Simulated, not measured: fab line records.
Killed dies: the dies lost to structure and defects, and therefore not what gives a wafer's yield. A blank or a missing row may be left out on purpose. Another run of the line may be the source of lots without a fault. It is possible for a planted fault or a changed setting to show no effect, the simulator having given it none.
fab line records -- flow nand_harc
[record] lots = 13, wafers = 39, last_day = 27
route steps=1159 shown P_STI@100 P_GATE@132 END@1159
lots with no fault: from the same line, run without faults
start_h: the number of hours between the record's first day and the start of the first shown wafer of the lot -- wait_h: hours since the lot's step before -- " repeats the value in the row above -- L1.1+2: a single row standing in for several wafers -- - no value, or no start given -- * or withheld: withheld -- < > ~ a bound
route shown NAME@n: names a module that has steps shown in the file, with the first one's number in the route -- usual: mean/standard deviation taken from wafers without a fault -- same: alike in all rows -- chamber/n: place in a boat -- sites: the reading at each site -- _std_site: the standard deviation of these -- _edge_site: the outer-site mean with the inner-site mean subtracted -- radius_mm: how far each site lies from the wafer's centre -- mask NAME#n: copy n -- behind: the tool/chamber that last shaped the wafer -- hold: the reason the lot was held/the length of the hold in hours/how it ended -- device: whichever transistor did not switch (one of n, p or np) -- end of line: the tests these same wafers got at the end of their route -- a step given without rows: its recipe and nothing more -- killed: count of dies lost to structure and defects at first sort (not the wafer's yield) -- map: the dies of a wafer, with x for killed, . for not killed, _ for no die there
set.NAME: the setting the step ran with; set.NAME@STEP: the setting that earlier step ran with -- model.NAME: the simulator's own value behind a step, which no gauge read
route steps across a sampled set of lots; one table per step, one row per wafer
services: the hour from which a tool's chamber was out of use, counted from the record's first day as start_h (under 0 if before that day), plus the number of hours and why
[[steps]]
[step NHARC_P_STI_CMP_21]
[recipe] t_overpolish_s = 20, target_thk_nm = 380.67
[usual] motor_current_A = 12.0/1.3, overpolish_run_s = 20.000/0.0086
lot.wafer,tool,chamber,start_h,wait_h,motor_current_A,overpolish_run_s
L978.1,cmp-01,3,72.65,0.4,11.9,20.013
L978.4,cmp-01,1,72.65,0.4,13.4,19.990
L978.6,cmp-01,3,72.65,0.4,12.7,19.982
L979.4,cmp-01,0,80.57,0.4,9.9,20.002
L979.1,cmp-01,2,80.57,0.4,12.6,19.990
L979.5,cmp-01,0,80.57,0.4,10.5,19.999
L981.4,cmp-02,1,93.27,0.4,10.7,20.001
L981.2,cmp-02,2,93.27,0.4,10.1,19.997
L981.1,cmp-02,3,93.27,0.4,12.1,20.006
L982.3,cmp-02,3,100.01,0.4,11.9,20.010
L982.2,cmp-02,1,100.01,0.4,10.6,20.005
L982.4,cmp-02,2,100.01,0.4,9.9,20.006
L983.4,cmp-01,3,100.03,0.4,11.4,20.011
L983.2,cmp-01,2,100.03,0.4,13.9,20.011
L983.6,cmp-01,3,100.03,0.4,12.0,19.996
L985.1,cmp-02,0,112.51,0.4,14.3,19.978
L985.3,cmp-02,2,112.51,0.4,10.3,20.001
L985.5,cmp-02,0,112.51,0.4,13.6,19.995
L987.4,cmp-02,2,133.70,0.4,10.2,19.997
L987.2,cmp-02,3,133.70,0.4,12.4,20.003
L987.6,cmp-02,0,133.70,0.4,13.7,19.997
L988.4,cmp-04,1,133.72,0.4,12.6,19.995
L988.5,cmp-04,2,133.72,0.4,13.0,19.987
L988.6,cmp-04,3,133.72,0.4,10.9,19.993
L989.2,cmp-01,1,138.65,0.4,13.7,19.996
L989.6,cmp-01,2,138.65,0.4,12.7,19.999
L989.5,cmp-01,3,138.65,0.4,11.8,19.991
L995.1,cmp-01,2,172.63,0.4,13.2,19.998
L995.6,cmp-01,0,172.63,0.4,10.1,20.003
L995.5,cmp-01,1,172.63,0.4,14.0,20.007
L996.1,cmp-04,3,182.10,0.4,10.9,20.007
L996.2,cmp-04,1,182.10,0.4,12.3,20.001
L996.6,cmp-04,2,182.10,0.4,13.7,19.977
L997.2,cmp-02,1,189.71,0.4,10.7,20.004
L997.6,cmp-02,2,189.71,0.4,10.5,20.006
L997.5,cmp-02,3,189.71,0.4,11.4,20.009
L998.3,cmp-04,2,197.44,0.4,13.3,19.996
L998.4,cmp-04,0,197.44,0.4,10.5,19.990
L998.6,cmp-04,2,197.44,0.4,13.2,19.998
[step NHARC_P_GATE_DEP_103]
[recipe] target_thk_a = 300, target_thk_nm = 30, temp_c = 400, flow_sccm = 200, rf_w = 350, material = SiON
[usual] heater_power_w = 732/67, rf_fwd_power_W = 348.5/1.2, susceptor_temp_C = 399.98/0.2
lot.wafer,tool,chamber,start_h,wait_h,heater_power_w,rf_fwd_power_W,susceptor_temp_C
L978.1,pecvd-03,0,105.40,0.6,667,349.7,399.81
L978.4,pecvd-03,1,105.40,0.6,665,349.9,399.92
L978.6,pecvd-03,2,105.40,0.6,802,350.5,400.09
L979.1,pecvd-04,0,111.19,0.6,736,348.5,400.09
L979.5,pecvd-04,1,111.19,0.6,720,348.6,400.00
L979.4,pecvd-04,0,111.19,0.6,740,350.0,399.87
L981.1,pecvd-04,1,129.35,0.6,701,347.1,400.21
L981.2,pecvd-04,2,129.35,0.6,729,348.5,399.98
L981.4,pecvd-04,1,129.35,0.6,683,348.6,400.35
L983.2,pecvd-04,1,130.99,0.4,671,349.6,399.92
L983.6,pecvd-04,1,130.99,0.4,662,350.8,400.08
L983.4,pecvd-04,0,130.99,0.4,668,347.8,399.92
L982.2,pecvd-04,0,131.64,0.5,729,348.1,399.87
L982.3,pecvd-04,1,131.64,0.5,610,346.4,399.99
L982.4,pecvd-04,0,131.64,0.5,714,349.0,400.08
L985.1,pecvd-02,2,143.03,0.6,840,347.4,399.79
L985.3,pecvd-02,1,143.03,0.6,847,346.8,399.82
L985.5,pecvd-02,1,143.03,0.6,833,348.4,400.20
L989.2,pecvd-04,2,168.89,0.5,774,348.5,399.82
L989.6,pecvd-04,0,168.89,0.5,628,349.9,399.92
L989.5,pecvd-04,2,168.89,0.5,752,351.0,399.99
L987.2,pecvd-02,1,169.47,0.4,695,350.3,400.18
L987.6,pecvd-02,1,169.47,0.4,671,349.1,399.94
L987.4,pecvd-02,0,169.47,0.4,810,349.1,399.89
L988.5,pecvd-04,0,169.60,0.3,619,349.1,400.12
L988.4,pecvd-04,1,169.60,0.3,700,348.9,400.10
L988.6,pecvd-04,2,169.60,0.3,657,346.9,400.04
L995.1,pecvd-02,1,206.48,0.6,832,347.1,400.25
L995.5,pecvd-02,1,206.48,0.6,819,348.3,399.83
L995.6,pecvd-02,2,206.48,0.6,771,347.6,399.78
L996.2,pecvd-02,2,216.71,0.5,718,350.1,400.09
L996.1,pecvd-02,0,216.71,0.5,853,349.4,400.07
L996.6,pecvd-02,2,216.71,0.5,711,347.3,400.29
L997.2,pecvd-02,1,219.56,0.5,836,348.2,399.71
L997.6,pecvd-02,2,219.56,0.5,677,348.3,400.40
L997.5,pecvd-02,1,219.56,0.5,832,349.2,400.01
L998.3,pecvd-02,2,236.10,0.4,737,348.5,400.36
L998.6,pecvd-02,0,236.10,0.4,840,349.8,400.31
L998.4,pecvd-02,2,236.10,0.4,749,348.0,400.06
[step NHARC_P_GATE_ETCH_32]
[recipe] target_depth_a = 1500, over_etch_frac = 1, over_etch_ion_energy_ev = 40, time_s = 100.1, hbr_flow_sccm = 150, cl2_flow_sccm = 50, rf_w = 400, icp_w = 400, bias_w = 100, chemistry = HBr/Cl2
[usual] bias_w = 100.03/0.29, chamber_pressure_mTorr = 14.999/0.018, drypump_motor_current_A = 5.9/0.49, oes_product_au = 1.000/0.0074, rf_fwd_power_W = 396.5/1.5, throttle_valve_pct = 26.407/0.0096
lot.wafer,tool,chamber,start_h,wait_h,bias_w,chamber_pressure_mTorr,drypump_motor_current_A,oes_product_au,rf_fwd_power_W,rf_hours_counter_h,throttle_valve_pct
L978.1,rie_si-02,2,106.64,-,100.47,15.003,5.8,1.001,396.9,0.6,26.408
L978.4,rie_si-02,2,106.64,-,100.54,15.013,5.8,0.998,398.4,-,26.394
L978.6,rie_si-02,3,106.64,-,99.93,14.996,6.6,1.007,398.2,-,26.405
L979.1,rie_si-02,3,112.95,-,100.06,14.991,6.6,1.011,397.4,0.7,26.413
L979.5,rie_si-02,2,112.95,-,99.84,14.993,5.7,1.007,397.6,-,26.395
L979.4,rie_si-02,3,112.95,-,100.00,14.992,6.6,1.001,398.5,-,26.412
L981.2,rie_si-05,1,130.68,-,100.05,15.009,4.8,1.006,397.6,0.6,26.394
L981.1,rie_si-05,2,130.68,-,99.91,14.996,6.3,1.008,393.4,0.5,26.418
L981.4,rie_si-05,0,130.68,-,100.25,15.008,6.1,1.013,396.1,0.6,26.397
L983.4,rie_si-02,1,132.31,-,100.39,14.988,6.7,1.008,394.5,0.8,26.410
L983.2,rie_si-02,3,132.31,-,99.67,14.972,6.6,1.001,397.4,1.0,26.406
L983.6,rie_si-02,1,132.31,-,99.96,14.977,6.6,1.003,394.6,-,26.411
L982.4,rie_si-04,2,133.12,-,100.33,15.010,5.7,0.997,395.7,0.2,26.419
L982.2,rie_si-04,3,133.12,-,99.76,15.032,5.7,1.000,395.5,0.2,26.405
L982.3,rie_si-04,0,133.12,-,99.85,14.997,6.1,0.994,396.2,0.2,26.390
L985.1,rie_si-05,0,144.39,-,100.16,15.014,6.1,1.002,396.2,0.7,26.398
L985.3,rie_si-05,1,144.39,-,99.95,15.007,4.8,1.001,396.9,0.7,26.405
L985.5,rie_si-05,2,144.39,-,99.73,14.995,6.3,0.996,397.7,-,26.422
L989.2,rie_si-02,3,170.82,-,-,-,-,-,-,-,-
L989.5,rie_si-02,0,170.82,-,-,-,-,-,-,-,-
L989.6,rie_si-02,1,170.82,-,-,-,-,-,-,-,-
L987.2,rie_si-05,1,170.96,-,-,-,-,-,-,-,-
L987.4,rie_si-05,0,170.96,-,-,-,-,-,-,-,-
L987.6,rie_si-05,2,170.96,-,-,-,-,-,-,-,-
L988.4,rie_si-04,2,171.14,-,-,-,-,-,-,-,-
L988.6,rie_si-04,0,171.14,-,-,-,-,-,-,-,-
L988.5,rie_si-04,1,171.14,-,-,-,-,-,-,-,-
L995.1,rie_si-05,2,207.88,-,100.42,14.991,6.3,0.999,393.5,1.3,26.408
L995.5,rie_si-05,3,207.88,-,99.50,15.002,5.8,1.000,396.4,-,26.429
L995.6,rie_si-05,0,207.88,-,100.11,14.986,6.1,1.013,397.1,-,26.404
L996.1,rie_si-04,0,218.05,-,100.12,14.999,6.1,0.999,398.6,0.7,26.410
L996.2,rie_si-04,2,218.05,-,99.37,14.988,5.7,0.998,398.2,0.9,26.419
L996.6,rie_si-04,0,218.05,-,100.13,14.998,6.1,0.998,399.0,-,26.391
L997.2,rie_si-02,0,220.96,-,99.58,15.005,5.6,1.011,397.0,0.0,26.400
L997.5,rie_si-02,2,220.96,-,100.51,15.000,5.8,1.000,396.7,-,26.408
L997.6,rie_si-02,3,220.96,-,99.91,14.974,6.6,1.007,397.1,-,26.408
L998.4,rie_si-04,2,237.41,-,100.12,15.008,5.7,1.009,395.3,1.1,26.409
L998.3,rie_si-04,0,237.41,-,99.81,15.001,6.1,1.010,395.8,1.0,26.408
L998.6,rie_si-04,2,237.41,-,99.90,15.030,5.7,1.008,397.6,-,26.404
[step NHARC_P_GATE_CD_MEAS_46]
[recipe] target_cd_nm = 720, landing_energy_ev = 500
[usual] cd_nm = 719.6/1.2
lot.wafer,tool,chamber,start_h,wait_h,cd_nm
L978.1,cd_sem-01,0,118.13,-,719.7
L978.4,cd_sem-01,0,118.13,-,718.4
L978.6,cd_sem-01,0,118.13,-,719.8
L979.1,cd_sem-02,0,124.30,-,717.6
L979.4,cd_sem-02,0,124.30,-,720.9
L979.5,cd_sem-02,0,124.30,-,720.7
L981.1,cd_sem-02,0,142.14,-,718.8
L981.2,cd_sem-02,0,142.14,-,718.7
L981.4,cd_sem-02,0,142.14,-,719.8
L983.2,cd_sem-01,0,143.65,-,719.8
L983.4,cd_sem-01,0,143.65,-,720.6
L983.6,cd_sem-01,0,143.65,-,721.8
L982.2,cd_sem-03,0,144.44,-,720.8
L982.3,cd_sem-03,0,144.44,-,720.4
L982.4,cd_sem-03,0,144.44,-,720.1
L985.1,cd_sem-03,0,155.78,-,722.1
L985.3,cd_sem-03,0,155.78,-,721.0
L985.5,cd_sem-03,0,155.78,-,721.4
L989.2,cd_sem-01,0,182.10,-,718.3
L989.5,cd_sem-01,0,182.10,-,718.3
L989.6,cd_sem-01,0,182.10,-,718.8
L987.2,cd_sem-03,0,182.37,-,718.8
L987.4,cd_sem-03,0,182.37,-,721.9
L987.6,cd_sem-03,0,182.37,-,719.6
L988.4,cd_sem-03,0,189.46,-,719.8
L988.5,cd_sem-03,0,189.46,-,722.4
L988.6,cd_sem-03,0,189.46,-,721.3
L995.1,cd_sem-02,0,220.73,-,719.9
L995.5,cd_sem-02,0,220.73,-,718.1
L995.6,cd_sem-02,0,220.73,-,717.9
L996.1,cd_sem-01,0,229.50,-,719.0
L996.2,cd_sem-01,0,229.50,-,718.6
L996.6,cd_sem-01,0,229.50,-,717.9
L997.2,cd_sem-01,0,232.18,-,721.4
L997.5,cd_sem-01,0,232.18,-,718.3
L997.6,cd_sem-01,0,232.18,-,719.2
L998.3,cd_sem-03,0,248.67,-,719.8
L998.4,cd_sem-03,0,248.67,-,719.6
L998.6,cd_sem-03,0,248.67,-,719.4
[step NHARC_END_SORT_01]
[recipe] temp_c = 25
[usual] killed_at_array = 28/11, killed_at_other = 0.9/1.2, killed_at_periphery = 2.6/2.1, killed_dies = 31/11, killed_open = 3.1/1.7, killed_short = 1.9/1.3
[same] gross_dies = 677
lot.wafer,tool,chamber,start_h,wait_h,killed_at_array,killed_at_other,killed_at_periphery,killed_dies,killed_open,killed_short
L989.2,prober-02,0,557.66,2.8,33,1,643,677,1,5
L989.5,prober-02,0,560.05,3.7,32,2,643,677,6,2
L989.6,prober-02,0,560.85,4.0,36,0,641,677,2,2
L987.2,prober-01,0,594.39,2.8,19,0,658,677,1,2
L987.4,prober-01,0,596.01,3.4,29,0,648,677,3,1
L987.6,prober-01,0,597.62,4.0,19,0,658,677,3,1
L988.4,prober-01,0,603.90,3.4,33,5,639,677,5,4
L988.5,prober-01,0,604.71,3.7,27,1,649,677,2,0
L988.6,prober-01,0,605.52,4.0,22,3,652,677,3,2
// killed by level:class
L989.2 P_GATE:area_etch=642 A_CHANNEL_HOLE_D1:chamber_film_flake=18 A_CONTACT:chamber_film_flake=7 A_WL_FILL:geometric_particle:short=3 A_STAIRCASE:chamber_film_flake=2 A_ONON_D1:geometric_particle:open=1 A_M0:geometric_particle:short=1 P_ZERO_WELL:chamber_film_flake=1
L989.5 P_GATE:area_etch=643 A_CHANNEL_HOLE_D1:chamber_film_flake=17 A_CONTACT:chamber_film_flake=5 A_CONTACT:geometric_particle:open=3 A_WL_FILL:geometric_particle:short=2 A_STAIRCASE:chamber_film_flake=2 A_SOURCE_PLATE:geometric_particle:open=1 A_CHANNEL_FILL_D1:geometric_particle:open=1
L989.6 P_GATE:area_etch=639 A_CHANNEL_HOLE_D1:chamber_film_flake=24 A_CONTACT:chamber_film_flake=7 P_CONTACT:geometric_particle:short=1 A_ONON_D1:geometric_particle:open=1 A_CHANNEL_FILL_D1:geometric_particle:open=1 A_CHANNEL_FILL_D1:geometric_particle:short=1 P_ZERO_WELL:chamber_film_flake=1
L987.2 P_GATE:area_etch=655 A_SLIT:chamber_film_flake=10 A_CHANNEL_HOLE_D1:chamber_film_flake=4 A_WL_FILL:geometric_particle:short=2 P_STI:geometric_particle:open=1 P_ZERO_WELL:chamber_film_flake=1 P_GATE:chamber_film_flake=1 A_STAIRCASE:chamber_film_flake=1
L987.4 P_GATE:area_etch=646 A_SLIT:chamber_film_flake=12 A_CHANNEL_HOLE_D1:chamber_film_flake=5 A_CHANNEL_FILL_D1:chamber_film_flake=3 A_CONTACT:geometric_particle:open=2 A_WL_FILL:chamber_film_flake=2 A_CONTACT:chamber_film_flake=2 A_M0:geometric_particle:short=1
L987.6 P_GATE:area_etch=656 A_SLIT:chamber_film_flake=8 A_CHANNEL_HOLE_D1:chamber_film_flake=4 A_WL_FILL:chamber_film_flake=3 P_CONTACT:geometric_particle:open=1 A_ONON_D1:geometric_particle:short=1 A_ONON_D1:geometric_particle:open=1 A_CHANNEL_FILL_D1:geometric_particle:open=1
L988.4 P_GATE:area_etch=635 A_CHANNEL_HOLE_D1:chamber_film_flake=18 A_M1:chamber_film_flake=6 A_WL_FILL:geometric_particle:short=3 THIN_TSV:chamber_film_flake=3 A_ONON_D1:geometric_particle:open=2 P_M1:chamber_film_flake=2 A_STAIRCASE:chamber_film_flake=2
L988.5 P_GATE:area_etch=645 A_CHANNEL_HOLE_D1:chamber_film_flake=18 P_M1:chamber_film_flake=3 A_M1:chamber_film_flake=3 A_CONTACT:chamber_film_flake=2 A_SGD_CUT:geometric_particle:open=1 A_WL_FILL:geometric_particle:open=1 P_ZERO_WELL:chamber_film_flake=1
L988.6 P_GATE:area_etch=645 A_CHANNEL_HOLE_D1:chamber_film_flake=15 P_M1:chamber_film_flake=5 THIN_TSV:chamber_film_flake=3 A_M1:chamber_film_flake=2 P_M0:geometric_particle:short=1 P_M1:geometric_particle:open=1 A_ONON_D1:geometric_particle:open=1
[[services]]
tool,chamber,start_h,hours,kind
rie_si-04,0,50.71,3.3,repair
cmp-01,-,57.45,1.1,repair
rie_si-05,-,62.09,9.0,pm
pecvd-04,-,62.25,0.5,repair
cmp-01,-,62.98,2.9,repair
pecvd-02,0,77.98,4.8,repair
rie_si-05,2,88.39,3.7,repair
rie_si-04,-,99.00,9.0,pm
cmp-04,-,101.61,0.4,repair
rie_si-02,1,105.57,7.7,repair
cmp-01,-,106.56,4.0,pm
cmp-02,-,106.82,2.3,repair
cmp-01,-,122.47,1.8,repair
cmp-02,-,128.50,4.0,pm
pecvd-02,-,153.00,13.0,pm
cmp-02,-,185.28,1.5,repair
pecvd-02,-,188.01,1.8,repair
pecvd-04,-,195.00,13.0,pm
cmp-01,-,198.27,10.9,repair
rie_si-04,2,201.09,4.0,repair
pecvd-02,-,204.43,2.0,repair
rie_si-02,-,211.00,9.0,pm
cmp-01,-,217.85,2.2,repair
cmp-02,-,226.50,4.0,pm
[[key]]
[first_sign] step = NHARC_P_GATE_ETCH_32, reading = tool_record, direction = missing
[effect] step = NHARC_END_SORT_01, reading = killed_at_periphery, direction = up, sigmas = 99+, usual = 2.6, struck = 647.9
[more_kills_born_at] NHARC_P_GATE_ETCH_32@rie_si-05 = 1957, NHARC_P_GATE_ETCH_32@rie_si-04 = 1925, NHARC_P_GATE_ETCH_32@rie_si-02 = 1924
met_at NHARC_P_GATE_ETCH_32
struck_lots L987,L988,L989
later_rows_left_out L987.2,L987.4,L987.6,L988.4,L988.5,L988.6,L989.2,L989.5,L989.6
tester_left_out L987,L988,L989
not_acting_at NHARC_P_STI_CMP_21,NHARC_P_GATE_DEP_103,NHARC_P_GATE_CD_MEAS_46
onset_between 144.39 170.82
[fault] kind = skipped_step_whole, tool = rie_si-02,rie_si-04,rie_si-05, chamber = -, onset_h = 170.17, steps = NHARC_P_GATE_ETCH_32, scope = struck_lots_only
// tester_left_out: of these lots the tester's yield and bins aren't shown, on N5 and GAA mostly nor the transistor test; their killed dies are dies lost to structure and defects alone, not to doping, threshold or leakage, so they don't give the yield
// later_rows_left_out: the simulator's readings of these wafers behind a module that went badly wrong aren't trusted and aren't shown, but for the sort
